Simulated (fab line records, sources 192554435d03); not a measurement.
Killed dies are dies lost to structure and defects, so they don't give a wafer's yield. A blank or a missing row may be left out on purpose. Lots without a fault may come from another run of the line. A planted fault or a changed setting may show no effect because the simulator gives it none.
A struck lot beside a sound one | flow n5_finfet | 25 steps out of a route of 1938
Sound: wafers L616.2, L616.3, L616.4. Struck: wafers L621.2, L621.4, L621.6. The cause comes at the end.
At each step with rows: each side's tool, then ch and its chambers, then its first start. Under that, the readings that differ: sound wafers | struck wafers | difference of the means | sigmas: that difference in standard deviations of wafers without a fault.
alike: readings whose means differ by less than 2 such deviations, and words and numbers that are the same on both sides. not compared: withheld readings, readings that some wafer has no value for, bounds like >300 that may hide the same value, and numbers for which the record gives no deviation and whose values overlap.
The two part at a step that has a row with sigmas, a row that says differs or no value, or rows on one side only. Numbers that don't overlap but have no deviation are shown without sigmas and don't part them. A reading that every wafer of one side lacks parts them only if that side has two wafers or more.

first, 8 steps without rows for these wafers: N5_BEOL_M9_DEVELOP_10 (develop time 30 s); N5_BEOL_M9_DESCUM_16 (chemistry O2, time 7.9 s); N5_BEOL_M9_ETCH_61 (etches SiARC in CF4, target depth 39 nm, time 65 s); N5_BEOL_M9_ETCH_62 (etches SOC in N2/H2, target depth 110 nm, overetch 22 nm, time 165 s); N5_BEOL_M9_STRIP_68 (strips in N2/H2); N5_BEOL_M9_STRIP_67 (strips in CF4); N5_BEOL_M9_HM_OPEN_17 (chemistry Cl2/BCl3, target TiN, target depth 20 nm, overetch 6 nm); N5_BEOL_M9_STRIP_19 (strips in O2).
N5_BEOL_M9_COAT_63: time 60 s, resist thk 60 nm.
  sound on litho_track-03 ch 0, day 11 22:07; struck on litho_track-03 ch 0, day 13 09:26
  reading                                  | sound                | struck               | difference | sigmas
  spin_speed_rpm (rpm)                     | 1499.2 1500.1 1500.5 | 1330.8 1330.4 1331.3 | -169.1     | -99 or more
  model.SOC_of_BEOL_M9_COAT_63.thk_nm (nm) | 60 60.2 60           | 63.8 63.8 63.8       | +3.7       |
  alike: resist_line_temp_C
then, 11 steps without rows for these wafers: N5_BEOL_M9_COAT_64 (time 60 s, resist thk 12 nm); N5_BEOL_M9_COAT_75 (time 60 s, resist thk 5 nm); N5_BEOL_M9_COAT_22 (resist thk 30 nm); N5_BEOL_M9_EBR_24; N5_BEOL_M9_SOFTBAKE_23 (time 60 s); N5_BEOL_M9_EXPOSE_25 (exposes mask V8); N5_BEOL_M9_PEB_26 (peb time 60 s); N5_BEOL_M9_DEVELOP_27 (develop time 30 s); N5_BEOL_M9_DESCUM_33 (chemistry O2, time 7 s); N5_BEOL_M9_ETCH_76 (etches underlayer in N2/H2, target depth 6.5 nm, time 5.2 s); N5_BEOL_M9_ETCH_65 (etches SiARC in CF4, target depth 15.6 nm, time 26 s).
N5_BEOL_M9_ETCH_66: etches SOC in N2/H2, target depth 80 nm, overetch 16 nm, time 120 s.
  sound on rie_diel-06 ch 0,1,3, day 11 23:31; struck on rie_diel-01 ch 0,1, day 13 10:02
  reading                  | sound             | struck            | difference | sigmas
  model.etch.depth_nm (nm) | 59.94 60.19 60.06 | 63.83 63.84 63.73 | +3.74      |
  alike: bias_w, drypump_motor_current_A, h2_flow_sccm, oes_product_au, rf_vpp_V, showerhead_plenum_p_Torr, temp_c, throttle_valve_pct
  not compared: rf_hours_counter_h
then, 2 steps without rows for these wafers: N5_BEOL_M9_STRIP_69 (strips in N2/H2); N5_BEOL_M9_STRIP_77 (strips in N2/H2).
N5_BEOL_M9_VIA_ETCH_34: etches SiCOH lowk in C4F6/O2, target depth 182.4 nm, time 68.4 s.
  sound on rie_diel-06 ch 0,1,3, day 11 23:37; struck on rie_diel-01 ch 0,1, day 13 10:08
  reading                                  | sound      | struck         | difference | sigmas
  model.SOC_of_BEOL_M9_COAT_63.thk_nm (nm) | 51 51 51.2 | 54.8 54.4 54.4 | +3.5       |
  alike: bias_w, drypump_motor_current_A, oes_product_au, rf_vpp_V, showerhead_plenum_p_Torr, throttle_valve_pct
  not compared: rf_hours_counter_h
then, 1 step without rows for these wafers: N5_BEOL_M9_STRIP_73 (strips in C4F6/O2).

WHERE THEY PART
Only at N5_BEOL_M9_COAT_63, within this record. Later steps at which nothing parts them and some readings are alike: N5_BEOL_M9_ETCH_66, N5_BEOL_M9_VIA_ETCH_34.

WHY: what the simulator had put in
Process parameter drift: litho_track-03, from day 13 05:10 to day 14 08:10, at N5_BEOL_M9_COAT_63. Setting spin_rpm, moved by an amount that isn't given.
